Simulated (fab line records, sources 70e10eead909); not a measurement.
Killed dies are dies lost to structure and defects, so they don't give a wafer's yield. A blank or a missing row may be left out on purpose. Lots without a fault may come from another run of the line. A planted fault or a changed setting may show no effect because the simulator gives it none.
Which tool did it? | flow nand_harc | 6 lots, 18 wafers sampled, at 6 steps of a route of 1159

WHAT THE GAUGES READ, wafer by wafer
NHARC_END_SORT_01.
lot  | measured     | on        | defect_limited_yield (%)
L459 | day 22 07:14 | prober-02 | 94.8 94.5 93.9
L461 | day 21 22:43 | prober-01 | 93.4 94.2 93.1

WHICH TOOL RAN EACH LOT (tool, then ch and the chambers of the sampled wafers, then the start)
lot  | NHARC_P_M2_STRIP_18                | NHARC_P_M2_PVD_20                       | NHARC_P_M2_ECD_22              | NHARC_P_M2_CMP_23            | NHARC_P_BONDPAD_CMP_32
L455 | rie_diel-07 ch 0,1,2, day 7 13:39  | pvd_sputter-03, day 7 15:11 or earlier  | ecd_cu-02 ch 0,1, day 7 15:11  | cmp-01 ch 0,3, day 7 15:58   | cmp-04 ch 0,1,2, day 7 17:30
L459 | rie_diel-07 ch 0,1,2, day 8 12:13  | pvd_sputter-03, day 8 13:16 or earlier  | ecd_cu-01 ch 0,1, day 8 13:16  | cmp-03 ch 0,1,3, day 8 13:57 | cmp-04 ch 0,1,3, day 8 15:22
L461 | rie_diel-04 ch 0,1,3, day 8 17:14  | pvd_sputter-03, day 8 18:37 or earlier  | ecd_cu-01 ch 0,1, day 8 18:37  | cmp-04 ch 1,2,3, day 8 19:21 | cmp-04 ch 0,1,2, day 8 21:10
L465 | rie_diel-07 ch 1,2,3, day 9 12:14  | pvd_sputter-01, day 9 13:14 or earlier  | ecd_cu-01 ch 0,1, day 9 13:14  | cmp-01 ch 1,2,3, day 9 14:14 | cmp-04 ch 0,1,3, day 9 15:41
L466 | rie_diel-01 ch 0,1,2, day 10 07:49 | pvd_sputter-03, day 10 08:52 or earlier | ecd_cu-01 ch 0,1, day 10 08:52 | cmp-01 ch 2,3, day 10 09:33  | cmp-04 ch 0,2,3, day 10 11:02
L470 | rie_diel-01 ch 0,2, day 10 16:21   | pvd_sputter-03, day 10 17:23 or earlier | ecd_cu-02 ch 0,1, day 10 17:23 | cmp-03 ch 2,3, day 10 18:04  | cmp-04 ch 0,1,3, day 10 19:29
- NHARC_P_M2_STRIP_18: strips in N2/H2.
- NHARC_P_M2_PVD_20: deposits TaN, target thk 5 nm, time 8.06 s.
- NHARC_P_M2_ECD_22: material Cu, target thk 400 nm.
- NHARC_P_M2_CMP_23: polishes, t overpolish 20 s, target thk 144.3 nm.
- NHARC_P_BONDPAD_CMP_32: polishes SiCN, target thk 200 nm.

THE ANSWER, worked out from the rows above alone
Rule: what is usual is taken from the lots themselves. Put in order of their means at a reading, lots are off if they are a third of the lots or fewer, leave a main group of 4 or more, and stand apart from it by a gap of 3 or more times the standard deviation of the main group's means; of several such gaps the widest counts. A main group whose means are all the same, to the digits that the tables above print for the reading, isn't used. A lot without any number at a reading at which 4 lots or more have one is off too. The other lots that the step has rows for count as sound.
No lot is off at any reading shown: from this, nothing can be told.

WHAT THE SIMULATOR HAD PUT IN
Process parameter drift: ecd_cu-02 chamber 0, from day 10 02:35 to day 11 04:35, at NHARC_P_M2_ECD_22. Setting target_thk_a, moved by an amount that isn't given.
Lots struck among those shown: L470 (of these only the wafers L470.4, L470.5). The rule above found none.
